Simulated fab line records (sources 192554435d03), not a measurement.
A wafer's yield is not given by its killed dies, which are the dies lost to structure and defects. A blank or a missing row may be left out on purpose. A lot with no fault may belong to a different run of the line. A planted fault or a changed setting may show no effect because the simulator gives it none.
Matching of chambers	flow n5_finfet	N5_HKMG_FIN_CMP_94 on cmp-01: 4 sister chambers
The step polishes, stops on SiNx, t overpolish 4.7 s, target thk 43.299 nm. 14 wafers are shown with their chamber, then 7 later ones without.

WAFERS, EACH WITH ITS CHAMBER
wafer	chamber	motor_current_A (A)	retaining_ring_pressure_frac
L078.2	1	10.9	1.005
L078.4	2	10.9	0.992
L078.5	0	9.7	0.994
L079.3	1	11.3	0.997
L079.4	0	9.9	1.003
L079.6	2	11.8	0.998
L082.1	3	12.8	0.992
L082.4	1	11.3	0.999
L082.5	2	11.1	0.996
L083.1	3	13.1	0.998
L083.2	1	11.9	0.997
L083.5	2	12.0	0.997
L084.1	3	13.1	1.006
L084.5	0	10.5	1.000

SIGNATURES (means of the wafers above)
reading	chamber 0	chamber 1	chamber 2	chamber 3	scatter within a chamber
motor_current_A	10.033	11.350	11.450	13.000	0.42
retaining_ring_pressure_frac	0.99900	0.99950	0.99575	0.99867	0.00452
Rule: for each reading, subtract the chamber's mean from the wafer's reading, divide by that reading's scatter and square the result; add these up over the readings and take the root, which gives the wafer's distance from the chamber. The wafer belongs to the nearest chamber; if the next one is less than 2 further off, it can't be placed. The scatter is the square root of a quotient: the sum, over the shown wafers, of each reading's squared deviation from its chamber's mean, divided by wafers minus chambers.

WAFERS WITHOUT THEIR CHAMBER
wafer	motor_current_A (A)	retaining_ring_pressure_frac
L084.6	13.1	0.998
L085.2	11.6	0.991
L085.4	13.3	1.002
L085.6	11.7	1.001
L093.1	10.2	1.003
L093.2	11.6	0.997
L093.3	11.4	1.005

WHICH CHAMBER EACH ONE RAN IN
wafer	from the rows above	in truth
L084.6	3	3
L085.2	can't be placed: 2 or 1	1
L085.4	3	3
L085.6	can't be placed: 1 or 2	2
L093.1	can't be placed: 0 or 1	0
L093.2	can't be placed: 2 or 1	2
L093.3	can't be placed: 1 or 2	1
Correct placement for 2 of the 7. Can't be placed from these rows: 5 (the true chamber is among the candidates in 5). Number placed wrongly: 0.
